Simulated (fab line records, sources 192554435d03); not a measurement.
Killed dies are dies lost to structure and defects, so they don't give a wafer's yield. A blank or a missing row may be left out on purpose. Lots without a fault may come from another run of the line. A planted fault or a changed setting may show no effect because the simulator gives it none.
Split-lot experiment | flow n5_finfet | 7 lots, 39 wafers read, on a route of 1938 steps

THE SPLIT
At N5_FIN_SAQP_HM_DEP_72 (deposits SiO2 from SiH4/N2O, target thk 12 nm, time 7.2 s), the setting target_thk_a was moved away from the recipe's 120 angstrom on 15 of the 39 wafers read, by -59.1% to +47.9%. The other wafers ran this setting at the recipe's value.

FROM THE SPLIT TO THE READING: what the file shows between them, 4 steps
- N5_FIN_SAQP_COAT_49: time 60 s, resist thk 100 nm
- N5_FIN_SAQP_COAT_50: time 60 s, resist thk 35 nm
- N5_FIN_SAQP_ETCH_52: etches SOC in N2/H2, target depth 100 nm, overetch 20 nm, time 150 s
- N5_FIN_SAQP_STRIP_53: strips in N2/H2

THE READING
etch.depth_nm (the simulator's own value, which no gauge read), in nm, at N5_FIN_SAQP_HM_OPEN_73 (chemistry CHF3/O2, target SiO2, stops on a-Si, target depth 12 nm, time 16.8 s). The file gives no usual value for it. The 24 wafers here that ran the recipe average 11.906 nm, standard deviation 0.17 nm.

wafer  | tool, chamber at the split | target_thk_a as run, angstrom | against the recipe | etch.depth_nm, nm | against lot-mates on the recipe
L079.1 | pecvd-02, 1                | 120                           | recipe             | 11.99             | -
L079.2 | pecvd-02, 0                | 85.72                         | -28.6%             | 8.454             | -3.506
L079.3 | pecvd-02, 2                | 120                           | recipe             | 11.81             | -
L079.4 | pecvd-02, 1                | 85.72                         | -28.6%             | 8.46              | -3.500
L079.5 | pecvd-02, 0                | 85.72                         | -28.6%             | 8.672             | -3.288
L079.6 | pecvd-02, 2                | 120                           | recipe             | 12.08             | -
L081.1 | pecvd-01, 0                | 120                           | recipe             | 11.64             | -
L081.2 | pecvd-01, 2                | 120                           | recipe             | 11.65             | -
L081.3 | pecvd-01, 1                | 120                           | recipe             | 11.9              | -
L081.4 | pecvd-01, 0                | 120                           | recipe             | 11.8              | -
L081.5 | pecvd-01, 1                | 120                           | recipe             | 12.08             | -
L081.6 | pecvd-01, 2                | 120                           | recipe             | 12.03             | -
L082.1 | pecvd-01, 2                | 177.5                         | +47.9%             | 17.64             | +5.500
L082.2 | pecvd-01, 1                | 177.5                         | +47.9%             | 17.66             | +5.520
L082.3 | pecvd-01, 0                | 120                           | recipe             | 11.97             | -
L082.4 | pecvd-01, 1                | 177.5                         | +47.9%             | 17.94             | +5.800
L082.5 | pecvd-01, 0                | 120                           | recipe             | 12.19             | -
L082.6 | pecvd-01, 2                | 120                           | recipe             | 12.26             | -
L083.1 | pecvd-01, 2                | 120                           | recipe             | 11.86             | -
L083.2 | pecvd-01, 0                | 59.12                         | -50.7%             | 5.693             | -6.140
L083.3 | pecvd-01, 1                | 120                           | recipe             | 11.7              | -
L083.4 | pecvd-01, 0                | 59.12                         | -50.7%             | 5.798             | -6.035
L083.5 | pecvd-01, 2                | 59.12                         | -50.7%             | 6.029             | -5.804
L083.6 | pecvd-01, 1                | 120                           | recipe             | 11.94             | -
L084.1 | pecvd-04, 0                | 120                           | recipe             | 11.78             | -
L084.2 | pecvd-04, 1                | 71.44                         | -40.5%             | 7.186             | -4.721
L084.3 | pecvd-04, 2                | 71.44                         | -40.5%             | 6.801             | -5.106
L084.4 | pecvd-04, 2                | 120                           | recipe             | 11.86             | -
L084.5 | pecvd-04, 0                | 71.44                         | -40.5%             | 6.957             | -4.950
L084.6 | pecvd-04, 1                | 120                           | recipe             | 12.08             | -
L086.1 | pecvd-04, 0                | 120                           | recipe             | 11.7              | -
L086.5 | pecvd-04, 0                | 120                           | recipe             | 11.65             | -
L086.6 | pecvd-04, 1                | 120                           | recipe             | 11.95             | -
L093.1 | pecvd-04, 2                | 49.07                         | -59.1%             | 4.615             | -7.325
L093.2 | pecvd-04, 1                | 120                           | recipe             | 11.83             | -
L093.3 | pecvd-04, 0                | 49.07                         | -59.1%             | 4.763             | -7.177
L093.4 | pecvd-04, 0                | 120                           | recipe             | 11.85             | -
L093.5 | pecvd-04, 2                | 49.07                         | -59.1%             | 4.834             | -7.106
L093.6 | pecvd-04, 1                | 120                           | recipe             | 12.14             | -

THE FIT
A straight line over all 39 wafers: etch.depth_nm changes by +0.121 nm for each +1% of target_thk_a; r = +1.00; the points scatter about the line by 0.16 nm.
The same after taking each lot's own level away (the mean of its wafers on the recipe; 39 wafers): +0.12 nm for each +1%; r = +1.00; scatter 0.15 nm.
On that fit, the largest move of target_thk_a shifts the reading by 7.1 nm.
The lots' own levels span 11.7667 to 12.1400 nm, that is 2.2 times the standard deviation above.
So the lot-to-lot level changes the slope little: the two slopes agree.
Check: with one of the wafers moved furthest among these (-59.1%) left out of the fit, the line predicts -7.06 nm for it against its lot-mates. It came out at -7.32 nm against them.

OTHER SPLITS ON THESE WAFERS
These wafers also went through other splits before the reading. Each is held against what the fit with the lots' levels taken away leaves over:
other split on the same wafers | wafers away from the commonest value | r with etch.depth_nm (lot level and that fit taken away)
N5_ZERO_LAYER_PECVD_02 time_s  | 12                                   | -0.11

THE WHOLE CHAIN: every reading that the file lists as answering this split, in the file's order
step                   | what it does                                                                   | reading                                                                            | change (the file's fit)              | r (the file's)
N5_FIN_SAQP_HM_DEP_72  | deposits SiO2 from SiH4/N2O, target thk 12 nm, time 7.2 s                      | SiO2_of_FIN_SAQP_HM_DEP_72.thk_nm (the simulator's own value, which no gauge read) | +0.12 nm for each +1% of the setting | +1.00
N5_FIN_SAQP_HM_OPEN_73 | chemistry CHF3/O2, target SiO2, stops on a-Si, target depth 12 nm, time 16.8 s | etch.depth_nm (the simulator's own value, which no gauge read)                     | +0.12 nm for each +1% of the setting | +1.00

THE FILE'S OWN FIT
etch.depth_nm changes by +0.12 nm for each +1% of target_thk_a, r = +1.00.
